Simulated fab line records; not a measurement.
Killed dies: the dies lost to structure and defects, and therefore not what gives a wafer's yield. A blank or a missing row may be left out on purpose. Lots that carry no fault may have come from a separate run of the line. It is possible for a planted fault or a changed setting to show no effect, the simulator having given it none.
Matching of chambers ; flow nand-harc ; cmp-03 running NHARC_P_BONDPAD_CMP_32: 4 sister chambers
The step polishes SiCN, target thk 200 nm. 22 wafers are shown with their chamber, then 11 later ones without.

== WAFERS, EACH WITH ITS CHAMBER ==
wafer;chamber;motor-current-A (A);slurry-flow-ml-min
L075.1;2;12.7;149.4
L075.2;3;11.5;150.0
L075.4;0;12.8;149.6
L076.1;2;13.0;150.0
L076.3;1;15.0;150.7
L076.5;3;11.6;150.7
L080.1;2;13.4;149.7
L080.3;3;11.5;149.8
L080.5;3;11.1;150.7
L084.2;0;12.7;149.6
L084.4;1;14.9;150.1
L084.6;0;12.7;150.1
L082.1;2;12.7;150.4
L082.4;1;14.4;149.8
L082.5;2;12.6;150.2
L085.4;0;13.6;150.7
L085.5;2;12.4;150.2
L085.6;1;14.6;151.0
L086.2;0;12.2;150.3
L086.4;2;12.6;149.7
L086.6;1;14.9;150.9
L089.1;3;11.9;151.4

SIGNATURES, as means of the wafers listed above
reading;chamber 0;chamber 1;chamber 2;chamber 3;scatter within a chamber
motor-current-A;12.800;14.760;12.771;11.520;0.354
slurry-flow-ml-min;150.060;150.500;149.943;150.520;0.493
Rule: distance of a wafer from a chamber = root of the sum over the readings of ((wafer's reading minus chamber's mean) / reading's scatter) squared. If the next closest chamber is less than 2 further off than the closest, the wafer can't be placed; otherwise it belongs to the closest. The scatter: the root of (the sum of the squares of (reading less its chamber's mean) over the shown wafers, divided by (wafers less chambers)).

== WAFERS MISSING THEIR CHAMBER ==
wafer;motor-current-A (A);slurry-flow-ml-min
L089.4;14.7;150.2
L089.5;11.1;150.3
L090.3;14.9;150.3
L090.4;12.1;149.8
L090.6;15.0;149.9
L093.2;13.9;150.1
L093.3;11.6;150.0
L093.5;14.1;150.2
L096.3;11.4;150.3
L096.5;12.9;149.8
L096.6;14.9;150.8

== WHICH CHAMBER EACH ONE RAN IN ==
wafer;from the rows above;in truth
L089.4;1;1
L089.5;3;3
L090.3;1;1
L090.4;can't be placed: 2 or 0 or 3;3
L090.6;1;1
L093.2;can't be placed: 1 or 0 or 2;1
L093.3;3;3
L093.5;can't be placed: 1 or 0 or 2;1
L096.3;3;3
L096.5;can't be placed: 2 or 0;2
L096.6;1;1
Correct placement for 7 of the 11. These rows do not allow placing 4 (true chamber among the candidates in 4). 0 placed wrongly.
